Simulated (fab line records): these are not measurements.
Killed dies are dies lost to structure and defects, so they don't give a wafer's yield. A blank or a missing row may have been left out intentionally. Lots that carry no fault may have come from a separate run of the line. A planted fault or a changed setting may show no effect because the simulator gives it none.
fab line records	flow nand-harc	part 1 of 2: steps 1 to 27 of 37
record lots=5	wafers=15	last-day=33
route steps=1302 shown A_CHANNEL_HOLE_D1@480 A_CHANNEL_FILL_D1@490 A_DECK1_JOINT@518
lots that met no fault: from a run of the same line without faults
start-h: start of the lot's first displayed wafer, in hours after the record's first day	wait-h: hours elapsed since this lot's preceding step	" as in the row above	L1.1+2: one row covering several wafers at once	- no value, or no start was given	* or withheld: withheld	< > ~ a bound
route shown NAME@n: a module of which the file shows steps, and the number in the route of the first	usual: mean/standard deviation of fault-free wafers	same: alike in all rows	chamber/n: place in a boat	sites: the reading at each site	_std_site: their standard deviation	_edge_site: outer sites' mean less inner sites'	radius-mm: for every site, how far away it sits from the centre of the wafer	mask NAME#n: copy n	behind: the tool/chamber that last shaped the wafer	hold: reason for holding the lot/hours on hold/outcome of the hold	device: names the non-switching transistor (n, p or np)	end of line: the route-end tests of the same wafers	a step without rows: its recipe alone	killed: at the first sort, the dies lost to defects and structure; wafer yield is something else	map: shows each die of a wafer: x if killed, . if not, _ if none is there
set.NAME: the setting the step ran with; set.NAME@STEP: the setting that earlier step ran with	model.NAME: the simulator's own value behind a step, which no gauge read
lots seen at some steps along the route; tables by step, rows by wafer
services: a tool's chamber out of use, with start hour (start-h, from the record's first day; less than 0 if before it), hours out, and reason
## steps
# step NHARC_A_CHANNEL_HOLE_D1_STRIP_41
# recipe n2-flow-sccm=150	h2-flow-sccm=150	ar-flow-sccm=0	bias-w=0	chemistry=N2/H2
lot.wafer	tool	chamber	start-h	wait-h
L075.3+5+6	rie-diel-01	2,2,3	202.64	0.4
L088.1+4+2	rie-diel-01	3,0,1	328.35	0.5
L089.4+2+1	rie-diel-01	0,1,2	329.83	0.4
L096.4+3+6	rie-diel-11	0,3,0	407.89	0.4
L097.1+6+5	rie-diel-13	0,2,3	410.17	0.5
# step NHARC_A_CHANNEL_HOLE_D1_STRIP_42
# recipe cf4-flow-sccm=100	chf3-flow-sccm=30	ar-flow-sccm=0	bias-w=0	chemistry=CF4/CHF3
lot.wafer	tool	chamber	start-h	wait-h
L075.3+5+6	rie-diel-01	1,3,0	202.74	0.1
L088.4+2+1	rie-diel-01	2,3,1	328.44	0.1
L089.1+4+2	rie-diel-01	3,1,2	329.92	0.1
L096.3+4+6	rie-diel-11	2,1,3	407.98	0.1
L097.1+5+6	rie-diel-13	2,2,3	410.24	0.1
# step NHARC_A_CHANNEL_HOLE_D1_STRIP_43
# recipe o2-flow-sccm=400	cos-flow-sccm=20	ar-flow-sccm=0	bias-w=0	chemistry=O2/COS
lot.wafer	tool	chamber	start-h	wait-h
L075.3+5+6	rie-diel-01	3,2,3	202.80	0.1
L088.4+2+1	rie-diel-01	3,0,1	328.50	0.1
L089.4+2+1	rie-diel-01	0,2,3	329.98	0.1
L096.3+4+6	rie-diel-11	2,3,2	408.04	0.1
L097.1+6+5	rie-diel-13	2,1,2	410.31	0.1
# step NHARC_A_CHANNEL_HOLE_D1_ETCH_44
# recipe target-depth-a=1400	overetch-a=140	time-s=77	ion-energy-ev=100	cf4-flow-sccm=80	o2-flow-sccm=20	ar-flow-sccm=0	rf-w=300	bias-w=100	chemistry=CF4/O2
# usual drypump-motor-current-A=5.8/0.49	oes-product-au=1.001/0.013	rf-vpp-V=198.1/1.4	showerhead-plenum-p-Torr=1.35/0.053	throttle-valve-pct=13.398/0.0091
lot.wafer	tool	chamber	start-h	wait-h	drypump-motor-current-A	oes-product-au	rf-hours-counter-h	rf-vpp-V	showerhead-plenum-p-Torr	throttle-valve-pct
L075.3	rie-diel-01	2	202.86	0.1	6.3	1.020	16	199.8	1.39	13.402
L075.6	"	1	"	"	5.7	1.011	-	200.7	1.43	13.385
L075.5	"	2	"	"	6.3	1.007	-	197.8	1.39	13.384
L088.1	rie-diel-01	3	328.56	0.1	6.1	1.012	11	198.4	1.36	13.405
L088.4	"	0	"	"	5.8	0.985	11	195.7	1.27	13.398
L088.2	"	1	"	"	5.6	1.024	11	201.7	1.43	13.409
L089.2	rie-diel-01	3	330.04	0.1	6.1	0.996	11	197.4	1.36	13.407
L089.4	"	1	"	"	5.6	1.013	11	199.4	1.43	13.394
L089.1	"	2	"	"	6.3	1.010	8	198.3	1.39	13.388
L096.3	rie-diel-11	1	408.12	0.1	6.3	1.012	46	198.0	1.30	13.392
L096.4	"	2	"	"	6.5	1.022	50	198.8	1.33	13.411
L096.6	"	3	"	"	4.8	0.987	-	195.8	1.25	13.400
L097.1	rie-diel-13	2	410.38	0.1	6.3	1.007	21	198.2	1.35	13.401
L097.5	"	0	"	"	5.6	0.987	-	197.1	1.33	13.398
L097.6	"	1	"	"	5.0	0.987	-	197.7	1.35	13.387
# step NHARC_A_CHANNEL_HOLE_D1_STRIP_27
# recipe o2-flow-sccm=500	ar-flow-sccm=0	bias-w=0	chemistry=O2
# usual drypump-motor-current-A=5.9/0.46	oes-product-au=1.000/0.013	rf-vpp-V=57.9/0.87	showerhead-plenum-p-Torr=3.56/0.14	throttle-valve-pct=17.037/0.0088
lot.wafer	tool	chamber	start-h	wait-h	drypump-motor-current-A	oes-product-au	rf-hours-counter-h	rf-vpp-V	showerhead-plenum-p-Torr	throttle-valve-pct
L075.3	rie-diel-01	0	-	-	5.8	1.001	14	58.2	3.38	17.033
L075.6	"	3	"	"	6.0	0.978	-	57.6	3.59	17.034
L075.5	"	0	"	"	5.9	1.002	-	57.3	3.38	17.031
L088.1	rie-diel-01	1	-	-	5.7	1.011	11	59.4	3.76	17.030
L088.2	"	2	"	"	6.3	0.992	8	59.1	3.66	17.042
L088.4	"	3	"	"	6.1	1.002	11	57.7	3.59	17.032
L089.4	rie-diel-01	0	-	-	5.9	0.990	11	57.3	3.37	17.034
L089.2	"	2	"	"	6.4	1.002	9	58.2	3.66	17.034
L089.1	"	3	"	"	6.1	1.005	11	56.6	3.59	17.040
L096.4	rie-diel-11	2	-	-	6.5	1.015	50	56.4	3.53	17.042
L096.3	"	0	"	"	5.1	1.003	45	57.6	3.49	17.040
L096.6	"	3	"	"	4.8	0.990	-	58.9	3.31	17.038
L097.1	rie-diel-13	3	-	-	5.3	1.016	18	57.2	3.64	17.030
L097.5	"	2	"	"	6.3	1.011	-	58.5	3.58	17.034
L097.6	"	3	"	"	5.3	1.015	-	56.7	3.64	17.017
# step NHARC_A_CHANNEL_HOLE_D1_PRECLEAN_28
# recipe time-s=*	temp-c=50	bath-age-min=0	chemistry=SC1
lot.wafer	tool	chamber	start-h	wait-h
L075.5+3+6	wet-bench-04	3,6,0	203.51	-
L088.2+4+1	wet-bench-04	5,7,2	329.22	-
L089.4+2+1	wet-bench-04	1,3,6	330.70	-
L096.6+4+3	wet-bench-05	7,0,2	408.78	-
L097.5+1+6	wet-bench-01	1,5,6	411.03	-
# step NHARC_A_CHANNEL_HOLE_D1_SRD_29
lot.wafer	tool	chamber	start-h	wait-h
L075.5+3+6	wet-bench-04	3,6,0	-	-
L088.2+4+1	wet-bench-04	5,7,2	-	-
L089.4+2+1	wet-bench-04	1,3,6	-	-
L096.6+4+3	wet-bench-05	7,0,2	-	-
L097.5+1+6	wet-bench-01	1,5,6	-	-
# step NHARC_A_CHANNEL_HOLE_D1_CD_MEAS_30
# usual cd-nm=90.0/1.8
lot.wafer	tool	chamber	start-h	wait-h	cd-nm
L075.3	cd-sem-03	-	203.65	-	89.8
L075.5	"	-	"	"	89.6
L075.6	"	-	"	"	90.3
L088.1	cd-sem-01	-	329.36	-	86.5
L088.2	"	-	"	"	89.4
L088.4	"	-	"	"	88.8
L089.1	cd-sem-03	-	330.84	-	91.7
L089.2	"	-	"	"	89.6
L089.4	"	-	"	"	88.0
L096.3	cd-sem-02	-	408.92	-	90.3
L096.4	"	-	"	"	90.1
L096.6	"	-	"	"	92.3
L097.1	cd-sem-03	-	411.16	-	92.3
L097.5	"	-	"	"	90.0
L097.6	"	-	"	"	91.6
# step NHARC_A_CHANNEL_HOLE_D1_XSEM_31
# recipe landing-energy-ev=35000
# usual bot-cd-nm=74.6/1.9	bow-nm=8.60/0.27	tilt-deg=0.07/0.04
lot.wafer	tool	chamber	start-h	wait-h	bot-cd-nm	bow-nm	tilt-deg
L075.3	xsem-01	0	203.74	0.1	74.1	8.70	0.08
L075.5	"	0	"	"	73.0	8.69	0.08
L075.6	"	0	"	"	73.9	8.77	0.08
L088.1	xsem-02	0	329.45	0.1	70.8	8.86	0.11
L088.2	"	0	"	"	73.1	8.81	0.11
L088.4	"	0	"	"	72.6	8.91	0.11
L089.1	xsem-01	0	330.92	0.1	76.6	9.18	0.07
L089.2	"	0	"	"	75.3	9.16	0.07
L089.4	"	0	"	"	73.2	9.23	0.07
L096.3	xsem-02	0	409.01	0.1	73.8	8.45	-0.03
L096.4	"	0	"	"	75.0	8.41	-0.03
L096.6	"	0	"	"	77.4	8.30	-0.03
L097.1	xsem-01	0	411.25	0.1	75.9	8.39	0.03
L097.5	"	0	"	"	73.6	8.50	0.03
L097.6	"	0	"	"	75.7	8.50	0.03
# step NHARC_A_CHANNEL_HOLE_D1_INSPECT_40
# usual raw-defect-count=74/29
lot.wafer	tool	chamber	start-h	wait-h	raw-defect-count
L075.3	defect-inspect-01	-	203.83	-	93
L075.5	"	-	"	"	145
L075.6	"	-	"	"	99
L088.1	defect-inspect-01	-	329.55	-	102
L088.2	"	-	"	"	74
L088.4	"	-	"	"	68
L089.1	defect-inspect-01	-	331.02	-	134
L089.2	"	-	"	"	121
L089.4	"	-	"	"	138
L096.3	defect-inspect-02	-	409.10	-	58
L096.4	"	-	"	"	42
L096.6	"	-	"	"	40
L097.1	defect-inspect-01	-	411.35	-	59
L097.5	"	-	"	"	52
L097.6	"	-	"	"	75
# step NHARC_A_CHANNEL_FILL_D1_PRECLEAN_00
# recipe time-s=*	temp-c=50	bath-age-min=0	chemistry=SC1
lot.wafer	tool	chamber	start-h	wait-h
L075.6+5+3	wet-bench-09	4,5,6	203.89	0.1
L088.1+2+4	wet-bench-09	7,0,4	329.60	0.1
L089.1+4+2	wet-bench-07	4,5,0	331.08	0.1
L096.6+4+3	wet-bench-09	1,3,4	409.15	0.0
L097.1+6+5	wet-bench-09	7,1,4	411.40	0.1
# step NHARC_A_CHANNEL_FILL_D1_SRD_01
lot.wafer	tool	chamber	start-h	wait-h
L075.6+5+3	wet-bench-09	4,5,6	-	-
L088.1+2+4	wet-bench-09	7,0,4	-	-
L089.1+4+2	wet-bench-07	4,5,0	-	-
L096.6+4+3	wet-bench-09	1,3,4	-	-
L097.1+6+5	wet-bench-09	7,1,4	-	-
# step NHARC_A_CHANNEL_FILL_D1_ALD_02
# recipe target-thk-a=60	pulse-time-s=10	ald-cycles=60	temp-c=300	material=SiO2
# usual heater-power-w=487/62	precursor-pulse-height-rel=1.000/0.019
lot.wafer	tool	chamber	start-h	wait-h	heater-power-w	precursor-pulse-height-rel
L075.3	ald-hk-03	2	204.24	-	500	0.996
L075.5	"	3	"	"	466	1.015
L075.6	"	0	"	"	521	1.008
L088.2	ald-hk-03	3	329.74	-	467	1.031
L088.1	"	1	"	"	610	1.001
L088.4	"	2	"	"	501	1.009
L089.4	ald-hk-03	3	331.21	-	460	1.033
L089.1	"	1	"	"	617	1.021
L089.2	"	2	"	"	505	1.017
L096.4	ald-hk-03	2	409.29	-	485	0.997
L096.3	"	0	"	"	513	0.999
L096.6	"	2	"	"	493	0.993
L097.1	ald-hk-02	2	411.68	-	494	0.976
L097.5	"	0	"	"	513	1.015
L097.6	"	1	"	"	557	1.033
# step NHARC_A_CHANNEL_FILL_D1_ALD_03
# recipe target-thk-a=60	pulse-time-s=60	ald-cycles=58	temp-c=630	pressure-torr=2	material=SiNx
# usual precursor-pulse-height-rel=1.000/0.019
lot.wafer	tool	chamber	start-h	wait-h	precursor-pulse-height-rel
L075.3	ald-sin-batch-02	0	-	-	1.003
L075.5	"	0	"	"	1.017
L075.6	"	0	"	"	1.017
L088.1	ald-sin-batch-03	0	-	-	0.984
L088.2	"	0	"	"	0.997
L088.4	"	0	"	"	0.994
L089.1	ald-sin-batch-03	0	-	-	0.998
L089.2	"	0	"	"	1.020
L089.4	"	0	"	"	0.989
L096.3	ald-sin-batch-02	0	-	-	0.983
L096.4	"	0	"	"	0.999
L096.6	"	0	"	"	0.966
L097.1	ald-sin-batch-02	0	-	-	0.988
L097.5	"	0	"	"	1.016
L097.6	"	0	"	"	0.969
# step NHARC_A_CHANNEL_FILL_D1_ALD_14
# recipe target-thk-a=25	pulse-time-s=10	ald-cycles=25	temp-c=300	material=SiO2
# usual heater-power-w=482/67	precursor-pulse-height-rel=0.999/0.02
lot.wafer	tool	chamber	start-h	wait-h	heater-power-w	precursor-pulse-height-rel
L075.3	ald-hk-03	0	210.64	0.1	496	0.988
L075.5	"	3	"	"	470	0.963
L075.6	"	0	"	"	504	1.023
L088.4	ald-hk-04	2	336.73	0.0	486	1.018
L088.1	"	3	"	"	328	1.007
L088.2	"	1	"	"	459	0.971
L089.1	ald-hk-03	1	336.76	0.1	608	1.007
L089.4	"	2	"	"	494	1.031
L089.2	"	3	"	"	463	1.013
L096.3	ald-hk-02	1	416.31	0.0	537	1.027
L096.4	"	0	"	"	499	0.983
L096.6	"	2	"	"	502	1.024
L097.1	ald-hk-03	3	416.39	0.1	447	1.013
L097.5	"	1	"	"	606	1.011
L097.6	"	2	"	"	503	0.987
# step NHARC_A_CHANNEL_FILL_D1_ALD_15
# recipe target-thk-a=20	pulse-time-s=60	ald-cycles=19	temp-c=630	pressure-torr=2	material=SiNx
# usual precursor-pulse-height-rel=0.999/0.021
lot.wafer	tool	chamber	start-h	wait-h	precursor-pulse-height-rel
L075.3	ald-sin-batch-01	0	-	-	0.975
L075.5	"	0	"	"	0.992
L075.6	"	0	"	"	1.001
L088.1	ald-sin-batch-03	0	-	-	1.014
L088.2	"	0	"	"	0.982
L088.4	"	0	"	"	1.003
L089.1	ald-sin-batch-03	0	-	-	1.023
L089.2	"	0	"	"	1.010
L089.4	"	0	"	"	0.991
L096.3	ald-sin-batch-02	0	-	-	0.975
L096.4	"	0	"	"	0.974
L096.6	"	0	"	"	0.951
L097.1	ald-sin-batch-02	0	-	-	1.017
L097.5	"	0	"	"	1.013
L097.6	"	0	"	"	1.016
# step NHARC_A_CHANNEL_FILL_D1_ALD_16
# recipe target-thk-a=15	pulse-time-s=10	ald-cycles=15	temp-c=300	material=SiO2
# usual heater-power-w=480/69	precursor-pulse-height-rel=0.999/0.019
lot.wafer	tool	chamber	start-h	wait-h	heater-power-w	precursor-pulse-height-rel
L075.3	ald-hk-04	3	215.99	0.2	347	1.005
L075.5	"	3	"	"	360	1.016
L075.6	"	0	"	"	456	0.963
L089.4	ald-hk-03	1	341.88	0.0	601	0.971
L089.2	"	2	"	"	498	0.982
L089.1	"	3	"	"	453	0.997
L088.1	ald-hk-03	1	342.04	0.2	622	1.008
L088.4	"	2	"	"	503	1.002
L088.2	"	0	"	"	497	1.010
L096.4	ald-hk-03	3	421.52	0.1	449	0.993
L096.3	"	1	"	"	633	0.988
L096.6	"	3	"	"	458	1.038
L097.1	ald-hk-03	1	421.68	0.2	612	0.992
L097.6	"	0	"	"	511	0.990
L097.5	"	1	"	"	611	0.994
# step NHARC_A_CHANNEL_FILL_D1_ANNEAL_17
# recipe temp-c=850	time-s=1800
lot.wafer	tool	chamber	start-h	wait-h
L075.3+5+6	furnace-03	0	219.24	-
L088.1+2+4	furnace-08	0	345.19	-
L089.1+2+4	furnace-08	0	345.19	-
L096.3+4+6	furnace-03	0	424.73	-
L097.1+5+6	furnace-03	0	424.73	-
# step NHARC_A_CHANNEL_FILL_D1_CVD_18
# recipe target-thk-a=30	temp-c=550	material=poly-Si
lot.wafer	tool	chamber	start-h	wait-h
L075.3+5+6	lpcvd-poly-01	0	226.06	-
L088.1+2+4	lpcvd-poly-01	0	351.69	-
L089.1+2+4	lpcvd-poly-01	0	351.69	-
L096.3+4+6	lpcvd-poly-02	0	431.39	-
L097.1+5+6	lpcvd-poly-02	0	431.39	-
# step NHARC_A_CHANNEL_FILL_D1_ETCHBACK_19
# recipe target-depth-a=50	time-s=1.7	hbr-flow-sccm=150	cl2-flow-sccm=50	rf-w=400	icp-w=400	bias-w=100	chemistry=HBr/Cl2
# usual drypump-motor-current-A=6.0/0.48	oes-product-au=1.001/0.013	throttle-valve-pct=26.407/0.0094
lot.wafer	tool	chamber	start-h	wait-h	drypump-motor-current-A	oes-product-au	rf-hours-counter-h	throttle-valve-pct
L075.3	rie-si-01	3	228.13	0.4	6.1	1.003	0.19	26.403
L075.6	"	2	"	"	6.6	1.006	-	26.400
L075.5	"	3	"	"	6.2	1.010	-	26.409
L088.4	rie-si-06	2	353.75	0.4	5.6	0.995	0.60	26.406
L088.2	"	0	"	"	6.0	0.972	0.46	26.400
L088.1	"	1	"	"	6.0	0.973	0.47	26.412
L089.4	rie-si-01	2	353.77	0.4	6.6	1.002	0.95	26.406
L089.2	"	3	"	"	6.1	0.998	1.06	26.410
L089.1	"	0	"	"	6.1	1.017	1.02	26.411
L096.3	rie-si-04	3	433.46	0.4	4.8	0.976	0.52	26.415
L096.4	"	1	"	"	5.9	1.009	0.56	26.385
L096.6	"	3	"	"	4.8	0.993	-	26.403
L097.1	rie-si-01	0	433.49	0.4	6.1	1.010	0.32	26.406
L097.5	"	3	"	"	6.1	1.004	-	26.402
L097.6	"	0	"	"	6.1	1.015	-	26.398
# step NHARC_A_CHANNEL_FILL_D1_ETCHBACK_20
# recipe target-depth-a=270	time-s=13.5	c4f8-flow-sccm=withheld	o2-flow-sccm=8	ar-flow-sccm=withheld	rf-w=600	bias-w=1500	chemistry=C4F8/O2/Ar
# usual oes-product-au=0.96/0.036	rf-vpp-V=977/3.4
lot.wafer	tool	chamber	start-h	wait-h	oes-product-au	rf-hours-counter-h	rf-vpp-V
L075.3	rie-diel-10	2	228.28	-	0.92	10	971
L075.5	"	3	"	"	0.91	-	973
L075.6	"	0	"	"	0.94	-	979
L088.2	rie-diel-12	1	353.88	-	1.00	4	971
L088.1	"	3	"	"	1.02	4	978
L088.4	"	0	"	"	0.99	4	975
L089.1	rie-diel-02	2	353.89	-	0.99	7	977
L089.2	"	1	"	"	0.97	7	981
L089.4	"	0	"	"	1.00	-	977
L096.4	rie-diel-10	2	433.58	-	1.00	0	971
L096.3	"	0	"	"	0.99	0	978
L096.6	"	3	"	"	0.97	-	972
L097.1	rie-diel-02	1	433.63	-	0.96	2	983
L097.5	"	2	"	"	0.98	-	978
L097.6	"	3	"	"	0.97	-	979
# step NHARC_A_CHANNEL_FILL_D1_STRIP_28
# recipe time-s=20	o2-flow-sccm=500	ar-flow-sccm=0	bias-w=0	chemistry=O2
# usual drypump-motor-current-A=5.7/0.45	oes-product-au=0.996/0.017	rf-vpp-V=57.7/0.87	showerhead-plenum-p-Torr=3.48/0.084	throttle-valve-pct=17.037/0.0091
lot.wafer	tool	chamber	start-h	wait-h	drypump-motor-current-A	oes-product-au	rf-hours-counter-h	rf-vpp-V	showerhead-plenum-p-Torr	throttle-valve-pct
L075.3	rie-diel-10	2	228.35	0.1	5.1	0.997	10	56.3	3.37	17.038
L075.5	"	0	"	"	5.1	1.018	-	57.6	3.53	17.031
L075.6	"	1	"	"	5.6	1.012	-	58.2	3.42	17.054
L088.2	rie-diel-12	2	353.97	0.1	5.7	1.010	3	57.3	3.48	17.044
L088.4	"	3	"	"	6.6	1.016	4	57.6	3.51	17.027
L088.1	"	0	"	"	5.7	0.991	4	57.0	3.44	17.031
L089.2	rie-diel-02	2	354.21	0.3	5.4	0.995	7	57.7	3.49	17.024
L089.1	"	1	"	"	6.1	0.982	7	57.6	3.63	17.029
L089.4	"	1	"	"	6.1	0.973	-	58.0	3.63	17.037
L096.4	rie-diel-10	2	433.68	0.1	5.1	0.991	0	58.6	3.36	17.040
L096.3	"	3	"	"	6.6	0.992	0	57.5	3.36	17.039
L096.6	"	1	"	"	5.5	0.984	-	57.1	3.41	17.045
L097.1	rie-diel-02	2	433.70	0.1	5.4	0.988	2	57.1	3.48	17.039
L097.5	"	1	"	"	6.1	0.977	-	58.0	3.63	17.047
L097.6	"	2	"	"	5.4	0.996	-	58.7	3.48	17.037
# step NHARC_A_CHANNEL_FILL_D1_PRECLEAN_21
# recipe time-s=30	chemistry=dHF
lot.wafer	tool	chamber	start-h	wait-h
L075.3+6+5	wet-bench-09	6,7,0	228.44	-
L088.4+1+2	wet-bench-06	0,1,3	354.07	-
L089.2+4+1	wet-bench-06	7,0,3	354.31	-
L096.3+6+4	wet-bench-09	2,4,7	433.77	-
L097.1+5+6	wet-bench-07	6,7,0	433.81	-
# step NHARC_A_CHANNEL_FILL_D1_SRD_23
lot.wafer	tool	chamber	start-h	wait-h
L075.3+6+5	wet-bench-09	6,7,0	228.46	0.0
L088.4+1+2	wet-bench-06	0,1,3	354.10	0.0
L089.2+4+1	wet-bench-06	7,0,3	354.34	0.0
L096.3+6+4	wet-bench-09	2,4,7	433.80	0.0
L097.1+5+6	wet-bench-07	6,7,0	433.82	0.0
# step NHARC_A_CHANNEL_FILL_D1_CVD_05
# recipe target-thk-a=50	temp-c=550	material=poly-Si
lot.wafer	tool	chamber	start-h	wait-h
L075.3+5+6	lpcvd-poly-04	0	230.74	2.3
L088.1+2+4	lpcvd-poly-04	0	356.37	2.3
L089.1+2+4	lpcvd-poly-04	0	356.37	2.0
L096.3+4+6	lpcvd-poly-04	0	436.07	2.3
L097.1+5+6	lpcvd-poly-04	0	436.07	2.2
# step NHARC_A_CHANNEL_FILL_D1_ANNEAL_22
# recipe temp-c=620	time-s=7200
lot.wafer	tool	chamber	start-h	wait-h
L075.3+5+6	furnace-06	0	236.02	3.5
L088.1+2+4	furnace-08	0	361.63	3.4
L089.1+2+4	furnace-08	0	361.63	3.4
L096.3+4+6	furnace-06	0	441.42	3.5
L097.1+5+6	furnace-06	0	441.42	3.5
# step NHARC_A_CHANNEL_FILL_D1_THK_MEAS_06
# recipe thk-meas-gauge=ellipsometry
# usual thk-nm=4.9/0.91
lot.wafer	tool	chamber	start-h	wait-h	thk-nm
L075.3	film-metro-02	-	240.08	0.4	5.9
L075.5	"	-	"	"	5.4
L075.6	"	-	"	"	5.8
L089.1	film-metro-02	-	365.58	0.4	4.7
L089.2	"	-	"	"	4.9
L089.4	"	-	"	"	6.4
L088.1	film-metro-01	-	365.58	0.4	4.6
L088.2	"	-	"	"	5.0
L088.4	"	-	"	"	5.7
L097.1	film-metro-01	-	445.46	0.4	5.6
L097.5	"	-	"	"	6.8
L097.6	"	-	"	"	4.9
L096.3	film-metro-02	-	445.46	0.4	4.3
L096.4	"	-	"	"	4.9
L096.6	"	-	"	"	5.7
